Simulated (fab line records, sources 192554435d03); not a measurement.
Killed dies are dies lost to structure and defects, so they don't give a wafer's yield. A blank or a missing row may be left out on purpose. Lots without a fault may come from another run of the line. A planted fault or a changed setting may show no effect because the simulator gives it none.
fab line records | flow n5_finfet
record lots=24 wafers=72 last_day=17
route steps=1938 shown BEOL_M5@1129
lots that met no fault: from a run of the same line without faults
start_h: hours from the record's first day to the start of the lot's first wafer shown | wait_h: hours since the lot's step before | " the same as in the row above | L1.1+2: a row that stands for several wafers | - no value, or no start given | * or withheld: withheld | < > ~ a bound
route shown NAME@n: a module of which the file shows steps, and the number in the route of the first | usual: mean/standard deviation of fault-free wafers | same: alike in all rows | chamber/n: place in a boat | sites: the reading at each site | _std_site: their standard deviation | _edge_site: outer sites' mean less inner sites' | radius_mm: how far each site lies from the wafer's centre | mask NAME#n: copy n | behind: the tool/chamber that last shaped the wafer | hold: why the lot was held/for how many hours/how that ended | device: the transistor (n, p or np) that didn't switch | end of line: the same wafers' tests at the end of the route | a step without rows: its recipe alone | killed: dies lost to structure and defects at the first sort, not the wafer's yield | map: a wafer's dies, x killed, . not, _ none there
set.NAME: the setting as run; set.NAME@STEP: as run at that earlier step | model.NAME: the simulator's own value behind a step, which no gauge read
steps of the route over a sample of lots; a table a step, a row a wafer
services: from which hour (start_h, from the record's first day; less than 0 if before it) a tool's chamber was out of use, for how many hours, and why
## steps
# step N5_BEOL_M5_DESCUM_16
# recipe chemistry=O2 time_s=7 source_power_w=50 bias_power_w=20 pressure_mtorr=20 rf_frequency_hz=2.712e+07 temp_c=40 resist=CAR-EUV o2_flow_sccm=225
# usual drypump_motor_current_A=5.75/0.27 o2_flow_sccm=225.1/0.71 oes_product_au=0.76/0.076 rf_vpp_V=243.3/1.3 showerhead_plenum_p_Torr=2.10/0.073 throttle_valve_pct=20.50/0.22
# columns lot.wafer tool chamber start_h wait_h drypump_motor_current_A o2_flow_sccm oes_product_au rf_hours_counter_h rf_vpp_V showerhead_plenum_p_Torr throttle_valve_pct
L074.1 rie_diel-05 2 167.26 0.0 5.57 225.4 0.85 52 243.6 2.12 20.20
L074.2 " 3 " " 6.09 224.9 0.93 9 244.6 2.23 20.47
L074.3 " 0 " " 5.85 225.1 0.77 141 242.3 2.01 20.69
L075.2 rie_diel-05 3 174.95 0.0 6.09 223.6 0.93 11 245.9 2.22 20.47
L075.3 " 1 " " 5.74 225.8 0.74 159 242.2 2.07 20.00
L075.6 " 3 " " 6.14 225.0 0.92 - 246.5 2.22 20.48
L076.2 rie_diel-06 2 184.22 0.1 5.52 225.3 0.70 210 242.6 2.08 20.44
L076.5 " 1 " " 5.91 225.7 0.72 - 243.6 2.19 20.63
L076.6 " 0 " " 5.84 225.0 0.73 - 244.2 2.09 20.70
L077.1 rie_diel-06 0 184.47 0.0 5.83 226.1 0.72 153 244.3 2.09 20.70
L077.2 " 2 " " 5.51 223.8 0.69 210 242.4 2.08 20.45
L077.5 " 3 " " 5.77 224.8 0.90 - 244.4 2.14 20.68
L078.2 rie_diel-03 0 189.04 0.1 5.38 224.9 0.70 202 243.8 2.06 20.49
L078.4 " 3 " " 5.24 225.3 0.75 181 242.3 2.07 20.43
L078.6 " 2 " " 5.53 226.2 0.91 - 246.0 2.25 20.36
L079.1 rie_diel-05 2 195.28 0.0 5.55 223.7 0.84 60 244.5 2.11 20.22
L079.2 " 0 " " 5.83 225.2 0.76 150 240.8 2.01 20.70
L079.4 " 3 " " 6.17 225.9 0.91 17 244.7 2.22 20.49
L080.2 rie_diel-06 2 199.28 0.0 5.54 224.8 0.70 213 242.4 2.08 20.46
L080.3 " 0 " " 5.83 225.3 0.72 157 242.9 2.09 20.72
L080.6 " 0 " " 5.83 225.7 0.72 - 244.1 2.09 20.70
L082.2 rie_diel-05 3 212.68 0.1 6.14 225.3 0.91 22 245.2 2.22 20.49
L082.3 " 1 " " 5.72 224.9 0.72 171 243.2 2.07 20.01
L082.6 " 1 " " 5.73 224.6 0.72 - 243.5 2.07 20.00
L081.1 rie_diel-03 3 214.73 0.0 5.23 224.7 0.73 189 242.3 2.07 20.45
L081.3 " 0 " " 5.36 225.2 0.70 208 243.1 2.05 20.49
L081.6 " 1 " " 6.22 225.9 0.70 - 241.5 2.00 20.66
L083.3 rie_diel-03 1 221.17 0.0 6.23 225.1 0.69 203 241.8 2.00 20.64
L083.4 " 3 " " 5.24 225.5 0.73 - 243.1 2.07 20.45
L083.5 " 1 " " 6.23 225.4 0.69 - 242.1 2.00 20.65
L084.1 rie_diel-05 0 226.66 0.0 5.85 226.4 0.76 162 241.1 2.01 20.71
L084.2 " 1 " " 5.72 224.4 0.72 177 245.1 2.07 20.00
L084.4 " 3 " " 6.15 224.9 0.88 - 246.3 2.22 20.51
L086.2 rie_diel-05 0 230.05 0.0 5.84 224.8 0.75 163 241.2 2.01 20.73
L086.3 " 3 " " 6.14 224.6 0.88 30 244.4 2.22 20.52
L086.4 " 0 " " 5.82 224.5 0.75 - 239.8 2.01 20.71
L087.4 rie_diel-03 3 244.70 0.0 5.23 225.6 0.73 - 243.6 2.06 20.48
L087.5 " 0 " " 5.38 223.6 0.69 - 242.7 2.05 20.51
L087.6 " 1 " " 6.23 226.5 0.69 - 240.7 1.99 20.67
L085.1 rie_diel-06 1 245.24 0.0 5.89 224.4 0.72 191 244.8 2.19 20.64
L085.4 " 2 " " 5.53 224.3 0.69 228 244.0 2.08 20.48
L085.5 " 1 " " 5.91 224.6 0.71 - 244.1 2.19 20.64
L088.2 rie_diel-06 0 251.63 0.9 5.82 225.7 0.72 173 243.4 2.08 20.72
L088.4 " 1 " " 5.90 224.9 0.71 193 243.4 2.18 20.66
L088.6 " 0 " " 5.81 225.4 0.72 - 242.7 2.08 20.73
L089.2 rie_diel-06 1 252.15 1.3 5.91 224.6 0.71 193 246.1 2.18 20.65
L089.3 " 0 " " 5.82 224.3 0.71 174 243.1 2.08 20.73
L089.6 " 0 " " 5.83 224.9 0.72 - 244.2 2.08 20.73
L090.4 rie_diel-03 0 269.83 0.0 5.41 225.4 0.68 229 242.5 2.05 20.51
L090.5 " 2 " " 5.55 225.8 0.86 - 244.5 2.24 20.37
L090.6 " 3 " " 5.23 224.8 0.72 - 242.7 2.06 20.48
L091.1 rie_diel-03 1 275.34 0.0 6.23 225.9 0.68 223 240.8 1.99 20.70
L091.4 " 2 " " 5.52 225.8 0.88 25 246.2 2.24 20.37
L091.5 " 2 " " 5.54 225.5 0.88 - 245.9 2.24 20.40
L092.1 rie_diel-05 1 280.89 0.0 5.70 225.6 0.71 194 243.7 2.06 20.04
L092.2 " 0 " " 5.83 224.6 0.73 179 241.9 2.00 20.74
L092.4 " 3 " " 6.12 224.8 0.85 - 246.2 2.21 20.54
L093.1 rie_diel-06 1 282.98 0.4 5.90 225.1 0.70 203 243.7 2.18 20.66
L093.3 " 3 " " 5.80 224.9 0.85 68 243.5 2.13 20.74
L093.4 " 2 " " 5.53 225.4 0.68 239 241.2 2.07 20.51
L094.4 rie_diel-06 2 285.95 0.0 5.51 226.2 0.68 240 241.5 2.07 20.49
L094.5 " 3 " " 5.79 224.8 0.87 - 243.3 2.13 20.73
L094.6 " 2 " " 5.51 225.5 0.68 - 241.9 2.07 20.50
L095.2 rie_diel-05 0 294.90 0.0 5.83 226.1 0.73 183 243.1 2.00 20.75
L095.3 " 1 " " 5.72 226.6 0.70 199 242.5 2.06 20.06
L095.5 " 3 " " 6.09 226.3 0.85 - 244.6 2.21 20.55
L096.1 rie_diel-05 0 303.91 0.2 5.85 225.3 0.73 186 243.2 2.00 20.74
L096.2 " 2 " " 5.58 224.5 0.83 81 244.4 2.11 20.25
L096.3 " 3 " " 6.12 224.4 0.85 53 246.4 2.21 20.55
L097.3 rie_diel-05 2 304.18 0.2 5.59 224.2 0.82 81 244.3 2.11 20.24
L097.4 " 1 " " 5.72 224.5 0.70 202 243.5 2.06 20.07
L097.6 " 3 " " 6.10 225.6 0.85 - 245.9 2.21 20.56
# step N5_BEOL_M5_HM_OPEN_17
# recipe chemistry=Cl2/BCl3 target_depth_a=200 overetch_a=60 target=TiN mask_material=SOC ion_energy_ev=150 pressure_mtorr=10 icp_w=1000 bias_w=126 Cl2_flow_sccm=53.25 bcl3_flow_sccm=21.75 Ar_flow_sccm=25
# usual drypump_motor_current_A=5.44/0.22 mfc_ar_sccm=25.00/0.073 oes_product_au=0.68/0.075 throttle_valve_pct=22.32/0.26
# columns lot.wafer tool chamber start_h wait_h drypump_motor_current_A mfc_ar_sccm oes_product_au rf_hours_counter_h throttle_valve_pct
L074.1 rie_metal-02 1 167.50 0.0 5.06 24.86 0.81 4 22.48
L074.2 " 0 " " 5.66 24.88 0.65 39 22.34
L074.3 " 0 " " 5.63 24.85 0.65 - 22.35
L075.2 rie_metal-02 0 175.20 0.0 5.66 25.01 0.65 40 22.36
L075.3 " 0 " " 5.63 25.00 0.66 - 22.35
L075.6 " 0 " " 5.64 25.08 0.64 - 22.37
L076.2 rie_metal-02 1 184.47 0.0 5.07 24.98 0.80 6 22.44
L076.5 " 1 " " 5.08 24.97 0.80 - 22.47
L076.6 " 0 " " 5.64 24.93 0.66 - 22.34
L077.1 rie_metal-02 0 184.71 0.0 5.63 25.05 0.66 41 22.35
L077.2 " 1 " " 5.06 24.96 0.80 6 22.47
L077.5 " 1 " " 5.05 25.00 0.80 - 22.46
L078.2 rie_metal-02 0 189.29 0.0 5.64 25.05 0.65 42 22.32
L078.4 " 1 " " 5.06 25.17 0.81 - 22.46
L078.6 " 1 " " 5.08 25.02 0.79 - 22.46
L079.1 rie_metal-01 1 195.53 0.0 5.35 24.88 0.72 20 21.88
L079.2 " 0 " " 5.46 24.94 0.58 90 22.62
L079.4 " 1 " " 5.36 24.95 0.71 - 21.91
L080.2 rie_metal-03 1 199.53 0.0 5.84 24.97 0.79 6 22.40
L080.3 " 0 " " 5.48 24.91 0.68 - 22.25
L080.6 " 1 " " 5.86 24.98 0.77 - 22.41
L082.2 rie_metal-03 0 212.92 0.0 5.43 25.11 0.67 35 22.25
L082.3 " 0 " " 5.45 25.03 0.68 - 22.23
L082.6 " 1 " " 5.83 25.05 0.77 - 22.37
L081.1 rie_metal-01 0 214.98 0.0 5.46 24.93 0.57 91 22.66
L081.3 " 1 " " 5.35 24.95 0.70 - 21.90
L081.6 " 1 " " 5.34 25.03 0.70 - 21.89
L083.3 rie_metal-01 0 221.45 0.1 5.44 25.05 0.57 - 22.64
L083.4 " 1 " " 5.33 24.97 0.70 - 21.90
L083.5 " 0 " " 5.45 24.91 0.57 - 22.63
L084.1 rie_metal-03 1 226.91 0.0 5.85 24.93 0.76 8 22.39
L084.2 " 0 " " 5.47 25.01 0.67 36 22.24
L084.4 " 0 " " 5.48 24.96 0.67 - 22.22
L086.2 rie_metal-02 0 230.30 0.0 5.64 25.03 0.64 46 22.35
L086.3 " 1 " " 5.05 25.16 0.77 - 22.49
L086.4 " 0 " " 5.65 25.02 0.63 - 22.36
L087.4 rie_metal-01 1 244.96 0.1 5.32 24.90 0.69 - 21.91
L087.5 " 1 " " 5.32 24.88 0.69 - 21.90
L087.6 " 0 " " 5.45 25.10 0.58 - 22.61
L085.1 rie_metal-01 0 245.49 0.0 5.47 25.03 0.58 94 22.61
L085.4 " 0 " " 5.43 25.03 0.57 - 22.62
L085.5 " 1 " " 5.29 25.15 0.70 - 21.89
L088.2 rie_metal-01 1 251.88 0.0 5.37 25.13 0.69 25 21.91
L088.4 " 0 " " 5.45 24.99 0.57 - 22.64
L088.6 " 1 " " 5.35 25.07 0.70 - 21.89
L089.2 rie_metal-01 0 252.40 0.0 5.45 25.01 0.57 95 22.63
L089.3 " 1 " " 5.32 25.14 0.70 - 21.90
L089.6 " 1 " " 5.33 25.19 0.70 - 21.88
L090.4 rie_metal-01 1 270.10 0.1 5.34 25.03 0.70 - 21.89
L090.5 " 1 " " 5.35 25.01 0.70 - 21.88
L090.6 " 0 " " 5.43 25.05 0.57 - 22.62
L091.1 rie_metal-03 1 275.59 0.0 5.84 25.01 0.74 12 22.41
L091.4 " 1 " " 5.85 25.04 0.75 - 22.39
L091.5 " 0 " " 5.41 25.09 0.67 - 22.23
L092.1 rie_metal-01 1 281.14 0.0 5.34 24.99 0.69 28 21.91
L092.2 " 0 " " 5.43 25.02 0.57 97 22.62
L092.4 " 1 " " 5.32 25.04 0.69 - 21.90
L093.1 rie_metal-01 1 283.23 0.0 5.35 25.03 0.69 28 21.93
L093.3 " 1 " " 5.37 25.08 0.69 - 21.88
L093.4 " 0 " " 5.44 25.05 0.57 - 22.65
L094.4 rie_metal-03 0 286.22 0.1 5.42 24.82 0.66 - 22.24
L094.5 " 0 " " 5.44 24.92 0.66 - 22.26
L094.6 " 1 " " 5.85 24.89 0.73 - 22.44
L095.2 rie_metal-03 0 295.15 0.0 5.46 24.95 0.65 43 22.26
L095.3 " 1 " " 5.85 25.11 0.73 - 22.43
L095.5 " 1 " " 5.84 25.09 0.73 - 22.39
L096.1 rie_metal-02 1 304.16 0.0 5.08 25.08 0.74 17 22.51
L096.2 " 0 " " 5.63 24.99 0.62 53 22.39
L096.3 " 0 " " 5.59 24.97 0.62 - 22.39
L097.3 rie_metal-01 0 304.45 0.1 5.48 24.95 0.56 - 22.64
L097.4 " 1 " " 5.32 24.96 0.67 - 21.93
L097.6 " 0 " " 5.45 25.06 0.56 - 22.64
# step N5_BEOL_M5_INSPECT_30
# recipe mode=adi inspect_instrument=brightfield
# usual raw_defect_count=443/98
# columns lot.wafer tool chamber start_h wait_h raw_defect_count
L074.1 defect_inspect-02 - 169.02 0.1 328
L074.2 " - " " 366
L074.3 " - " " 293
L075.2 defect_inspect-02 - 178.02 0.0 465
L075.3 " - " " 384
L075.6 " - " " 457
L076.2 defect_inspect-02 - 185.16 0.0 325
L076.5 " - " " 356
L076.6 " - " " 373
L077.1 defect_inspect-02 - 185.36 0.1 476
L077.2 " - " " 533
L077.5 " - " " 510
L078.2 defect_inspect-01 - 191.27 0.1 491
L078.4 " - " " 398
L078.6 " - " " 461
L079.1 defect_inspect-02 - 197.75 0.1 342
L079.2 " - " " 307
L079.4 " - " " 250
L080.2 defect_inspect-01 - 200.21 0.0 451
L080.3 " - " " 429
L080.6 " - " " 550
L082.2 defect_inspect-02 - 213.63 0.0 530
L082.3 " - " " 474
L082.6 " - " " 502
L081.1 defect_inspect-02 - 217.52 0.1 453
L081.3 " - " " 544
L081.6 " - " " 327
L083.3 defect_inspect-01 - 222.42 0.0 628
L083.4 " - " " 596
L083.5 " - " " 481
L084.1 defect_inspect-02 - 228.60 0.1 359
L084.2 " - " " 364
L084.4 " - " " 492
L086.2 defect_inspect-02 - 232.25 0.0 573
L086.3 " - " " 405
L086.4 " - " " 515
L085.1 defect_inspect-01 - 250.00 0.1 554
L085.4 " - " " 475
L085.5 " - " " 408
L087.4 defect_inspect-02 - 250.11 0.0 366
L087.5 " - " " 450
L087.6 " - " " 291
L088.2 defect_inspect-01 - 252.89 0.0 416
L088.4 " - " " 316
L088.6 " - " " 400
L089.2 defect_inspect-02 - 253.23 0.0 289
L089.3 " - " " 377
L089.6 " - " " 312
L090.4 defect_inspect-02 - 270.84 0.0 344
L090.5 " - " " 496
L090.6 " - " " 470
L091.1 defect_inspect-01 - 276.57 0.1 467
L091.4 " - " " 483
L091.5 " - " " 483
L092.1 defect_inspect-02 - 281.76 0.1 447
L092.2 " - " " 550
L092.4 " - " " 432
L093.1 defect_inspect-01 - 283.84 0.1 392
L093.3 " - " " 416
L093.4 " - " " 435
L094.4 defect_inspect-01 - 289.69 0.0 557
L094.5 " - " " 594
L094.6 " - " " 463
L095.2 defect_inspect-01 - 296.15 0.0 473
L095.3 " - " " 452
L095.5 " - " " 403
L096.1 defect_inspect-02 - 304.80 0.1 502
L096.2 " - " " 656
L096.3 " - " " 494
L097.3 defect_inspect-01 - 305.14 0.0 444
L097.4 " - " " 486
L097.6 " - " " 497
# step N5_BEOL_M5_OCD_MEAS_38
# usual trench_depth_nm=71.8/1.6
# columns lot.wafer tool chamber start_h wait_h trench_depth_nm
L074.1 ocd-02 - 169.48 - 74.1
L074.2 " - " " 71.9
L074.3 " - " " 71.1
L075.2 ocd-01 - 178.47 - 74.7
L075.3 " - " " 74.6
L075.6 " - " " 72.2
L076.2 ocd-02 - 185.62 - 70.1
L076.5 " - " " 69.4
L076.6 " - " " 70.7
L077.1 ocd-01 - 185.81 - 72.9
L077.2 " - " " 72.8
L077.5 " - " " 71.2
L078.2 ocd-02 - 191.73 - 73.7
L078.4 " - " " 71.8
L078.6 " - " " 71.8
L079.1 ocd-01 - 198.20 - 71.6
L079.2 " - " " 74.4
L079.4 " - " " 74.4
L080.2 ocd-02 - 200.84 - 71.2
L080.3 " - " " 71.3
L080.6 " - " " 72.3
L082.2 ocd-02 - 214.09 - 74.1
L082.3 " - " " 70.3
L082.6 " - " " 70.5
L081.1 ocd-02 - 217.97 - 68.1
L081.3 " - " " 68.5
L081.6 " - " " 71.1
L083.3 ocd-01 - 223.37 - 72.3
L083.4 " - " " 72.9
L083.5 " - " " 73.9
L084.1 ocd-01 - 229.09 - 70.6
L084.2 " - " " 73.5
L084.4 " - " " 73.5
L086.2 ocd-01 - 232.70 - 74.6
L086.3 " - " " 70.9
L086.4 " - " " 72.2
L085.1 ocd-02 - 250.60 - 70.0
L085.4 " - " " 70.8
L085.5 " - " " 69.0
L087.4 ocd-02 - 250.83 - 72.1
L087.5 " - " " 72.9
L087.6 " - " " 73.5
L088.2 ocd-01 - 253.66 - 71.4
L088.4 " - " " 69.1
L088.6 " - " " 69.8
L089.2 ocd-01 - 253.75 - 74.6
L089.3 " - " " 70.1
L089.6 " - " " 71.3
L090.4 ocd-01 - 271.30 - 73.5
L090.5 " - " " 71.4
L090.6 " - " " 71.6
L091.1 ocd-02 - 277.02 - 72.3
L091.4 " - " " 69.0
L091.5 " - " " 71.9
L092.1 ocd-02 - 282.30 - 71.6
L092.2 " - " " 71.4
L092.4 " - " " 71.8
L093.1 ocd-02 - 284.52 - 70.7
L093.3 " - " " 72.0
L093.4 " - " " 71.9
L094.4 ocd-01 - 290.21 - 72.9
L094.5 " - " " 69.2
L094.6 " - " " 69.7
L095.2 ocd-02 - 296.88 - 72.2
L095.3 " - " " 70.9
L095.5 " - " " 71.4
L096.1 ocd-02 - 305.30 - 74.1
L096.2 " - " " 71.6
L096.3 " - " " 74.8
L097.3 ocd-02 - 305.59 - 70.5
L097.4 " - " " 72.4
L097.6 " - " " 68.7
# step N5_BEOL_M5_ALD_86
# recipe material=TaN target_thk_a=* temp_c=275 ald_precursor_family=PDMAT ald_co_reactant=NH3 pressure_torr=3 carrier_flow_sccm=1500 pulse_time_s=2 purge_time_s=3 co_reactant_purge_time_s=2 co_reactant_pulse_time_s=3 ald_cycles=30 precursor_vessel_temp_c=75 precursor_vessel_pressure_torr=26.25 precursor_vessel_carrier_sccm=1000
# usual heater_power_w=400/33 precursor_vessel_pressure_torr=26.25/0.051
# columns lot.wafer tool chamber start_h wait_h heater_power_w precursor_vessel_pressure_torr
L074.1 ald_metal-02 0 170.86 0.0 395 26.24
L074.2 " 3 " " 372 26.31
L074.3 " 1 " " 429 26.28
L075.2 ald_metal-03 3 179.19 0.0 353 26.26
L075.3 " 0 " " 379 26.22
L075.6 " 1 " " 458 26.25
L076.2 ald_metal-02 0 186.24 0.0 394 26.25
L076.5 " 2 " " 378 26.29
L076.6 " 3 " " 373 26.26
L077.1 ald_metal-03 2 186.43 0.0 399 26.21
L077.2 " 1 " " 461 26.25
L077.5 " 2 " " 404 26.26
L078.2 ald_metal-03 3 192.69 0.0 352 26.24
L078.4 " 1 " " 457 26.22
L078.6 " 2 " " 393 26.18
L079.1 ald_metal-02 1 199.04 0.1 424 26.23
L079.2 " 2 " " 383 26.35
L079.4 " 0 " " 390 26.29
L080.2 ald_metal-02 0 201.61 0.0 400 26.19
L080.3 " 3 " " 371 26.26
L080.6 " 1 " " 427 26.24
L082.2 ald_metal-03 2 214.91 0.0 410 26.30
L082.3 " 3 " " 356 26.27
L082.6 " 1 " " 463 26.21
L081.1 ald_metal-04 1 218.77 0.1 429 26.17
L081.3 " 0 " " 433 26.28
L081.6 " 0 " " 426 26.26
L083.3 ald_metal-02 1 223.98 0.0 434 26.25
L083.4 " 3 " " 362 26.21
L083.5 " 0 " " 379 26.40
L084.1 ald_metal-02 3 230.08 0.0 363 26.31
L084.2 " 0 " " 386 26.39
L084.4 " 1 " " 429 26.29
L086.2 ald_metal-02 1 233.70 0.0 424 26.25
L086.3 " 2 " " 377 26.24
L086.4 " 0 " " 384 26.30
L085.1 ald_metal-04 2 251.27 0.0 466 26.16
L085.4 " 0 " " 430 26.34
L085.5 " 1 " " 433 26.23
L087.4 ald_metal-03 1 251.57 0.0 447 26.25
L087.5 " 3 " " 360 26.33
L087.6 " 2 " " 405 26.22
L088.2 ald_metal-04 0 254.30 0.0 429 26.34
L088.4 " 3 " " 391 26.25
L088.6 " 1 " " 427 26.22
L089.2 ald_metal-03 3 254.75 0.1 354 26.24
L089.3 " 1 " " 461 26.25
L089.6 " 3 " " 355 26.29
L090.4 ald_metal-04 2 272.08 0.0 473 26.25
L090.5 " 3 " " 379 26.19
L090.6 " 2 " " 462 26.21
L091.1 ald_metal-02 0 277.65 0.0 400 26.18
L091.4 " 1 " " 412 26.31
L091.5 " 3 " " 372 26.31
L092.1 ald_metal-02 1 282.91 0.0 409 26.20
L092.2 " 2 " " 377 26.30
L092.4 " 3 " " 374 26.21
L093.1 ald_metal-03 1 285.87 0.2 453 26.28
L093.3 " 2 " " 409 26.22
L093.4 " 0 " " 374 26.24
L094.4 ald_metal-03 1 290.89 0.0 465 26.30
L094.5 " 1 " " 468 26.21
L094.6 " 2 " " 405 26.30
L095.2 ald_metal-02 0 297.81 0.1 390 26.27
L095.3 " 1 " " 426 26.23
L095.5 " 1 " " 423 26.27
L096.1 ald_metal-02 1 306.27 0.3 435 26.29
L096.2 " 0 " " 390 26.28
L096.3 " 3 " " 376 26.25
L097.3 ald_metal-03 0 307.26 0.1 376 26.24
L097.4 " 1 " " 473 26.25
L097.6 " 3 " " 357 26.27
# step N5_BEOL_M5_ANNEAL_82
# recipe temp_c=400 time_s=1800 ambient=vacuum
# usual heater_power_w=815/78
# columns lot.wafer tool chamber start_h wait_h heater_power_w
L074.1 pvd_sputter-03 - 172.63 0.0 753
L074.2 " - " " 851
L074.3 " - " " 829
L075.2 pvd_sputter-02 - 180.87 0.0 755
L075.3 " - " " 872
L075.6 " - " " 870
L076.2 pvd_sputter-03 - 187.92 0.0 745
L076.5 " - " " 756
L076.6 " - " " 875
L077.1 pvd_sputter-02 - 188.61 0.0 763
L077.2 " - " " 834
L077.5 " - " " 811
L078.2 pvd_sputter-01 - 195.16 0.0 760
L078.4 " - " " 921
L078.6 " - " " 903
L079.1 pvd_sputter-01 - 200.97 0.0 750
L079.2 " - " " 917
L079.4 " - " " 900
L080.2 pvd_sputter-02 - 203.96 0.0 878
L080.3 " - " " 803
L080.6 " - " " 820
L082.2 pvd_sputter-03 - 216.53 0.0 736
L082.3 " - " " 828
L082.6 " - " " 812
L081.1 pvd_sputter-01 - 220.61 0.0 940
L081.3 " - " " 896
L081.6 " - " " 762
L083.3 pvd_sputter-02 - 226.28 0.0 769
L083.4 " - " " 899
L083.5 " - " " 845
L084.1 pvd_sputter-02 - 231.96 0.0 823
L084.2 " - " " 895
L084.4 " - " " 766
L086.2 pvd_sputter-01 - 235.34 0.0 746
L086.3 " - " " 892
L086.4 " - " " 763
L085.1 pvd_sputter-01 - 252.89 0.0 902
L085.4 " - " " 748
L085.5 " - " " 944
L087.4 pvd_sputter-02 - 253.59 0.0 893
L087.5 " - " " 834
L087.6 " - " " 762
L088.2 pvd_sputter-03 - 256.24 0.0 805
L088.4 " - " " 739
L088.6 " - " " 733
L089.2 pvd_sputter-01 - 257.87 0.0 934
L089.3 " - " " 745
L089.6 " - " " 748
L090.4 pvd_sputter-01 - 274.17 0.0 758
L090.5 " - " " 903
L090.6 " - " " 796
L091.1 pvd_sputter-02 - 279.45 0.0 747
L091.4 " - " " 880
L091.5 " - " " 888
L092.1 pvd_sputter-03 - 284.67 0.0 754
L092.2 " - " " 884
L092.4 " - " " 814
L093.1 pvd_sputter-01 - 287.53 0.0 756
L093.3 " - " " 923
L093.4 " - " " 888
L094.4 pvd_sputter-01 - 292.81 0.0 765
L094.5 " - " " 771
L094.6 " - " " 906
L095.2 pvd_sputter-03 - 300.26 0.0 637
L095.3 " - " " 737
L095.5 " - " " 874
L096.1 pvd_sputter-03 - 308.51 0.0 662
L096.2 " - " " 813
L096.3 " - " " 749
L097.3 pvd_sputter-02 - 309.30 0.0 882
L097.4 " - " " 830
L097.6 " - " " 876
## services
# columns tool chamber start_h hours kind
rie_diel-05 2 147.57 7.4 repair
pvd_sputter-01 - 161.78 0.8 repair
ald_metal-04 - 181.93 6.0 pm
rie_diel-03 2 214.25 38.8 repair
ald_metal-03 - 217.57 1.8 repair
ald_metal-04 - 225.09 1.3 repair
ald_metal-04 1 236.48 6.2 repair
ald_metal-02 2 254.25 10.7 repair
rie_diel-06 0 270.40 9.1 repair
rie_diel-05 2 270.47 12.0 repair
rie_metal-03 - 272.56 2.8 pm
ald_metal-03 - 291.59 6.4 repair
ald_metal-04 3 295.07 4.1 repair
## key
fault none
